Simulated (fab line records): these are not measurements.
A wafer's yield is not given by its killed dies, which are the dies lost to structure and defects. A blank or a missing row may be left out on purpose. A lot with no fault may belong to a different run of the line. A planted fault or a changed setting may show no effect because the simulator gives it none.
What tool caused it? -- flow n5Finfet -- at 1 step of a route of 1938, 6 lots with 18 wafers sampled

## WHAT THE GAUGES SHOWED, per wafer
N5_BEOL_M13_INSPECT_30: inspects for defects (macro).
lot,measured,on,rawDefectCount
L305,day 11 09:23,defectInspect-02,1 1 4
L308,day 12 06:17,defectInspect-01,0 1 3
L310,day 12 07:32,defectInspect-02,4 2 2
L319,day 14 20:16,defectInspect-01,1 2 2
L321,day 15 19:29,defectInspect-02,2 5 1
L325,day 16 13:35,defectInspect-01,3 1 3

## TOOL THAT RAN EACH LOT (tool first, then ch and the chambers of the sampled wafers, then the start)
The record holds no process step before these readings.

## THE ANSWER, worked out from the rows above alone
Rule: usual is defined by the lots themselves. The widest of any qualifying gaps counts: lots, ordered by their means at a reading, are off when they make up no more than a third of the lots, leave a main group of 4 or more, and stand apart from it by 3 or more times the standard deviation of that group's means. Not used: any main group whose means are identical at the precision the tables above print for the reading. Also off: a lot with no number at a reading for which 4 or more lots have one. Where the step has rows for the other lots, those lots are counted as sound.
No lot is off at any reading shown: from this, nothing can be told.

## WHAT THE SIMULATOR HAD PUT IN
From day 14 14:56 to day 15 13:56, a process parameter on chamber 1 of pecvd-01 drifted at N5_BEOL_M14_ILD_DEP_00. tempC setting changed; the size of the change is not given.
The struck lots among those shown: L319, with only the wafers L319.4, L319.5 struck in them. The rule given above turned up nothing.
